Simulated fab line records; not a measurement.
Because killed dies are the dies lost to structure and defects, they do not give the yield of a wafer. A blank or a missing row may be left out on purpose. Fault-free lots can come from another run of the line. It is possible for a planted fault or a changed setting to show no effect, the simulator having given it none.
Chamber matching || flow nand_harc || NHARC_A_BONDPAD_ETCH_12 on rie_diel-09: 4 sister chambers
The step etches the open film in CHF3/O2, target depth 220 nm, time 110 s. 4 wafers are shown with their chamber, then 7 later ones without.

## EACH WAFER AND ITS CHAMBER
{"wafer": "L886.3", "chamber": 0, "showerhead_plenum_p_Torr (Torr)": 2.45}
{"wafer": "L886.5", "chamber": 1, "showerhead_plenum_p_Torr (Torr)": 2.38}
{"wafer": "L905.2", "chamber": 3, "showerhead_plenum_p_Torr (Torr)": 2.37}
{"wafer": "L905.3", "chamber": 2, "showerhead_plenum_p_Torr (Torr)": 2.35}

## WAFERS MISSING THEIR CHAMBER
{"wafer": "L905.4", "showerhead_plenum_p_Torr (Torr)": 2.38}
{"wafer": "L904.2", "showerhead_plenum_p_Torr (Torr)": 2.37}
{"wafer": "L904.4", "showerhead_plenum_p_Torr (Torr)": 2.35}
{"wafer": "L904.5", "showerhead_plenum_p_Torr (Torr)": 2.38}
{"wafer": "L906.2", "showerhead_plenum_p_Torr (Torr)": 2.35}
{"wafer": "L906.3", "showerhead_plenum_p_Torr (Torr)": 2.44}
{"wafer": "L906.6", "showerhead_plenum_p_Torr (Torr)": 2.36}

## WHICH CHAMBER EACH WENT THROUGH
{"wafer": "L905.4", "from the rows above": "can't be placed: 1 or 3", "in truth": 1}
{"wafer": "L904.2", "from the rows above": "can't be placed: 3 or 1", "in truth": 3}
{"wafer": "L904.4", "from the rows above": 2, "in truth": 2}
{"wafer": "L904.5", "from the rows above": "can't be placed: 1 or 3", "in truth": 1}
{"wafer": "L906.2", "from the rows above": 2, "in truth": 2}
{"wafer": "L906.3", "from the rows above": 0, "in truth": 0}
{"wafer": "L906.6", "from the rows above": "can't be placed: 2 or 3 or 1", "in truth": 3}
Placed correctly: 3 of 7. These rows do not allow placing 4 (true chamber among the candidates in 4). 0 placed wrongly.
How it was worked out, from the rows above alone: a wafer's distance from a chamber is the root of the sum, over the readings, of the square of ((its reading less the chamber's mean) divided by the reading's scatter). If the next closest chamber is less than 2 further off than the closest, the wafer can't be placed; otherwise it belongs to the closest. A chamber's mean is the mean of its shown wafers. The scatter (one wafer shown for each chamber): square how far every hidden wafer sits from the nearest shown wafer, average those squares and take the square root.
